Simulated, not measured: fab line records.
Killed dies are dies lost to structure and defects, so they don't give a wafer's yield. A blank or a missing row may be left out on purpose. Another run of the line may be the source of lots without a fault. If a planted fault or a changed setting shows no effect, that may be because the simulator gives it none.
Matching of chambers ; flow n5-finfet ; 4 sister chambers for N5_PMOS_HMC_CHANNEL_EPI_DESCUM_14 on rie-diel-06
The step chemistry O2, time 7.9 s. 4 wafers are shown with their chamber, then 7 later ones without.

WAFERS, EACH WITH ITS CHAMBER
wafer;chamber;drypump-motor-current-A (A)
L984.1;3;6.8
L984.4;0;5.5
L985.1;2;5.7
L985.2;1;5.3

WAFERS WHOSE CHAMBER IS MISSING
wafer;drypump-motor-current-A (A)
L985.4;5.5
L992.1;5.3
L992.3;5.7
L992.6;6.8
L996.1;6.8
L996.3;5.4
L996.5;5.7

WHICH CHAMBER EACH ONE RAN IN
wafer;from the rows above;in truth
L985.4;0;0
L992.1;1;1
L992.3;2;2
L992.6;3;3
L996.1;3;3
L996.3;can't be placed: 0 or 1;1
L996.5;2;2
Correct placement for 6 of the 7. From these rows, 1 cannot be placed; in 1 the true chamber is one of the candidates. Placed wrongly: 0.
How it was worked out, from the rows above alone: a wafer's distance from a chamber is the root of the sum, over the readings, of the square of ((its reading less the chamber's mean) divided by the reading's scatter). If the next closest chamber is less than 2 further off than the closest, the wafer can't be placed; otherwise it belongs to the closest. The mean given for a chamber averages the wafers shown for that chamber. The scatter: root of mean squared gap, hidden wafer to nearest shown wafer, with one shown wafer a chamber.
